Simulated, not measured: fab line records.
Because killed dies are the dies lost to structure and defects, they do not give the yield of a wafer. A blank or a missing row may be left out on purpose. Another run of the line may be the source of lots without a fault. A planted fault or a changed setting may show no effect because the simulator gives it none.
Which of the tools did it?    flow nandHarc    24 lots with 72 wafers sampled at 2 steps, on a route of 1302 steps

WHAT THE GAUGES SHOWED, per wafer
NHARC_P_ZERO_WELL_CD_MEAS_52: target cd 2000 nm.
lot   measured      on        cdNm (nm)
L074  day 2 01:42   cdSem-01  1997.4 1998.4 1996.7
L075  day 2 11:47   cdSem-02  2002.1 1998.7 2002.8
L076  day 3 00:12   cdSem-02  1999.5 2002.4 1998.5
L077  day 3 08:53   cdSem-03  2001.9 2001.3 2003.0
L078  day 3 17:25   cdSem-03  2001.2 2002.4 2001.0
L079  day 4 03:49   cdSem-02  1999.0 1999.4 2001.9
L080  day 4 13:37   cdSem-03  2000.1 1998.5 1999.7
L081  day 5 00:20   cdSem-01  1998.9 2001.9 1999.8
L082  day 5 10:01   cdSem-02  2003.2 2002.8 2003.3
L083  day 5 20:04   cdSem-01  2001.8 2002.3 2000.8
L084  day 6 05:38   cdSem-03  2001.0 2001.5 2003.2
L085  day 6 15:53   cdSem-03  2000.5 2000.3 2002.8
L086  day 7 01:37   cdSem-03  2001.5 2002.4 1999.9
L087  day 7 11:49   cdSem-01  2000.7 2000.2 1999.8
L088  day 7 22:01   cdSem-03  1999.8 1998.9 2002.2
L089  day 8 08:15   cdSem-01  2002.5 2000.6 1999.2
L090  day 8 17:49   cdSem-01  1999.3 1998.1 2001.2
L091  day 9 03:56   cdSem-01  1999.9 1998.1 2000.4
L092  day 9 13:41   cdSem-01  2003.0 2000.9 2001.6
L093  day 10 00:00  cdSem-01  1998.6 2003.7 1999.3
L094  day 10 14:15  cdSem-03  2002.2 2000.4 2002.0
L095  day 10 19:54  cdSem-01  2002.4 2001.3 2002.2
L096  day 11 05:29  cdSem-02  2001.4 1998.7 2001.2
L097  day 11 15:52  cdSem-03  2000.7 2000.2 1999.5

NHARC_P_STI_OVL_MEAS_10.
lot   measured      on          overlayXNm (nm)  overlayYNm (nm)
L074  day 2 21:04   overlay-02  -7 -6 -7         -3 -3 -3
L075  day 3 09:16   overlay-02  -3 -3 -3         3 2 3
L076  day 3 18:38   overlay-02  4 4 4            -1 -2 -1
L077  day 4 02:16   overlay-02  9 9 9            3 3 2
L078  day 4 12:02   overlay-02  -4 -4 -4         -11 -12 -12
L079  day 4 20:28   overlay-02  -10 -10 -10      -10 -10 -10
L080  day 5 07:10   overlay-02  3 3 4            6 6 7
L081  day 5 17:15   overlay-01  7 6 8            -2 -2 -2
L082  day 6 03:54   overlay-02  1 1 1            2 2 2
L083  day 6 13:14   overlay-01  -5 -5 -5         5 6 6
L084  day 6 22:45   overlay-02  -4 -4 -4         5 5 5
L085  day 7 08:15   overlay-02  -3 -2 -2         -3 -3 -3
L086  day 7 19:58   overlay-02  1 1 1            0 0 -1
L087  day 8 05:25   overlay-01  9 10 11          3 3 3
L088  day 8 15:08   overlay-02  8 7 7            3 3 3
L089  day 9 02:55   overlay-01  -3 -3 -2         8 8 8
L090  day 9 15:11   overlay-02  -2 -3 -3         6 7 7
L091  day 10 00:35  overlay-02  5 6 6            4 3 3
L092  day 10 06:13  overlay-02  5 6 6            4 4 5
L093  day 10 17:04  overlay-02  2 2 2            -3 -4 -4
L094  day 11 12:01  overlay-02  3 3 3            0 1 1
L095  day 11 12:03  overlay-01  -8 -8 -8         -1 0 0
L096  day 11 22:41  overlay-01  2 2 2            3 4 3
L097  day 12 08:38  overlay-01  -7 -7 -7         3 4 3

WHICH TOOL RAN EACH LOT (tool, then ch and the chambers of the sampled wafers, then the start)
Record: no process step prior to these readings.

WHAT THE TOOLS THEMSELVES READ (means of the sampled wafers that have a number; where no wafer has one, the mark that the record gives instead)
The record holds no such reading with a usual standard deviation.

THE ANSWER, worked out from the rows above alone
Rule: the usual values come from the lots themselves. Put in order of their means at a reading, lots are off if they are a third of the lots or fewer, leave a main group of 4 or more, and stand apart from it by a gap of 3 or more times the standard deviation of the main group's means; of several such gaps the widest counts. A main group is skipped when, at the precision printed for the reading in the tables above, its means are all equal. Also off: a lot with no number at a reading for which 4 or more lots have one. Where the step has rows for the other lots, those lots are counted as sound. The gauges are gone through in route order, then the tools' own readings, and for those a lot's mean is taken as printed above. At the first step where some lot is off, the reading lying furthest off is the one used; lots without a number count as furthest.
No lot is off on any of the readings shown, so nothing can be concluded from this.

WHAT THE SIMULATOR PUT IN
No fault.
